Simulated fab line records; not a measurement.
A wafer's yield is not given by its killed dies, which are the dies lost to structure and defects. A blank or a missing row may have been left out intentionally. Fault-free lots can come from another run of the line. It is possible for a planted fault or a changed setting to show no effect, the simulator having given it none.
8D (eight disciplines) problem report, filled in by code | flow n5-finfet | the parts of the form that need people (team, actions taken, sign-off) are left out
Where a reading is given only as a bound, like >300, the bound stands for it, and a mean or a difference that rests on one is marked > or <: the true number lies beyond.

1. WHAT WENT WRONG
raw-defect-count at N5_BEOL_M0_CUTY_INSPECT_59 reads a mean of >300 on 1 wafer of 1 lot; wafers without a fault read 2.0 with a standard deviation of 1.5. That is +99 or more standard deviations from the usual mean.
The step: inspects for defects (macro).
Seen first at day 10 16:24 on defect-inspect-01, wafer L478.2. The record holds 25 wafers of 9 lots with a number at this step. By rule, "out" or "out of limits" means more than 4 standard deviations away from the usual mean. The rest of the wafers with a number are treated as sound.

2. WHAT IT IS, AND WHAT IT ISN'T
question                    | is                | is not
which readings at this step | raw-defect-count  | -
which lots                  | L478              | L458, L459, L461, L466, L468, L476, L479, L481
which wafers of those lots  | L478.2            | L478.1, L478.6
read on which gauges        | defect-inspect-01 | defect-inspect-02
when                        | from day 10 16:24 | up to then (19 sound wafers); but 5 sound wafers of L479, L481 came after

3. WHAT RULES OUT EACH SUSPECT
Counting: a tool at a process step up to the reading stays a suspect if it ran every lot that is out. Sound lots after the first of them don't rule it out here, since some wafers of a struck lot are sound.
- ruled out: the gauge at N5_BEOL_M0_CUTY_INSPECT_59. All the wafers that are out were read on defect-inspect-01, but those of them that N5_PASSIVATION_PROBE_49 has rows for are out there too, on other tools.
- rie-diel-05 at N5_BEOL_M0_SAQP_ETCH_88 (etches underlayer in N2/H2, target depth 6.5 nm, time 5.2 s): kept. It ran the lot that is out, L478 (day 10 15:12); its last sound lot up to then is L466 (day 7 23:58).
- rie-diel-05, N5_BEOL_M0_SAQP_ETCH_88: wafers that are out in chamber 3, sound lot-mates in chambers 0, 2.
Left after counting: rie-diel-05 at N5_BEOL_M0_SAQP_ETCH_88.

4. THE CAUSE (what the simulator had put in)
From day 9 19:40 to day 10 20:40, rie-diel-05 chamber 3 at N5_BEOL_M0_SAQP_ETCH_88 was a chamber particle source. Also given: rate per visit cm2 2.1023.
After counting, this tool was the only one left.

5. THE CHAIN OF EFFECTS, in route order
Rows list readings where the struck wafers' mean (over those with a number) sits beyond 3 standard deviations from the usual. Only readings for which the record gives a usual standard deviation are gone through. hours: the time from each lot's start at the first step in this table that gives one to its start at this step, as a median over the lots. sigmas: the change in usual standard deviations.
hours | step                       | reading              | usual  | on struck wafers | change | sigmas
0     | N5_BEOL_M0_CUTY_INSPECT_59 | raw-defect-count     | 2.0    | >300             | >+298  | +99 or more
148   | N5_PASSIVATION_PROBE_49    | defect-limited-yield | 91.5 % | 79.8             | -11.7  | -7.3
148   | N5_PASSIVATION_PROBE_49    | killed_at_M0_to_M3   | 33     | 164              | +131   | +13
148   | N5_PASSIVATION_PROBE_49    | killed-dies          | 101    | 238              | +137   | +7.2
148   | N5_PASSIVATION_PROBE_49    | killed-on-rim        | 13     | 33               | +20    | +5.0
148   | N5_PASSIVATION_PROBE_49    | sort_bin_5_function  | 5.0 %  | 13.4             | +8.4   | +8.4
148   | N5_PASSIVATION_PROBE_49    | sort-n-pass          | 1079   | 942              | -137   | -7.2
148   | N5_PASSIVATION_PROBE_49    | sort-yield-pct       | 91.5 % | 79.8             | -11.7  | -7.3
It contains these process steps:
- N5_PASSIVATION_PROBE_49
Later steps that measure or inspect, where all struck wafers having a row at the step show a number for every such reading and not one has moved that far: N5_BEOL_M4_RC_MEAS_101.

6. HOW IT WOULD HAVE BEEN CAUGHT EARLIER
In this record the first reading out of limits at a measuring or inspecting step was taken at day 10 16:24, 21 hours after the fault began at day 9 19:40.
No tool reading at N5_BEOL_M0_SAQP_ETCH_88 that has a usual standard deviation in the record was out on any struck wafer, so an alarm limit of 4 standard deviations on those readings would not have fired.
The start of N5_BEOL_M0_SAQP_ETCH_88 on rie-diel-05 came by day 10 16:24 for every one of the lots that are out (1). None of them would have been spared by holding the tool at that moment.
